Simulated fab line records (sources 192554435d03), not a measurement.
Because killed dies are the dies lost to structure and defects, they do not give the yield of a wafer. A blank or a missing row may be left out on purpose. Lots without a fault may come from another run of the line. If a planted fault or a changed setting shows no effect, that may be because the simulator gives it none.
Chamber matching | flow n5_finfet | N5_BEOL_M14_CMP_49 on cmp-04 has 4 sister chambers
The step polishes, stops on SiO2, t overpolish 5.2 s, target thk 560 nm. 4 wafers are shown with their chamber, then 8 later ones without.

== EACH WAFER AND ITS CHAMBER ==
wafer  | chamber | motor_current_A (A)
L078.3 | 1       | 8.1
L082.5 | 2       | 7.3
L085.2 | 3       | 8.6
L089.2 | 0       | 6.8

== WAFERS WITH NO CHAMBER GIVEN ==
wafer  | motor_current_A (A)
L089.4 | 8.1
L089.5 | 9.0
L090.2 | 6.9
L090.3 | 8.1
L090.4 | 7.9
L097.1 | 8.3
L097.5 | 7.6
L097.6 | 8.4

== CHAMBER TAKEN BY EACH ==
wafer  | from the rows above     | in truth
L089.4 | 1                       | 1
L089.5 | 3                       | 3
L090.2 | can't be placed: 0 or 2 | 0
L090.3 | 1                       | 1
L090.4 | can't be placed: 1 or 2 | 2
L097.1 | can't be placed: 1 or 3 | 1
L097.5 | can't be placed: 2 or 1 | 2
L097.6 | can't be placed: 3 or 1 | 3
Correctly placed: 3 of 8. Can't be placed from these rows: 5 (the true chamber is among the candidates in 5). Number placed wrongly: 0.
How it was worked out, from the rows above alone: a wafer's distance from a chamber is the root of the sum, over the readings, of the square of ((its reading less the chamber's mean) divided by the reading's scatter). If the next closest chamber is less than 2 further off than the closest, the wafer can't be placed; otherwise it belongs to the closest. A chamber's mean is the mean of its shown wafers. The scatter (one wafer shown for each chamber): square how far every hidden wafer sits from the nearest shown wafer, average those squares and take the square root.
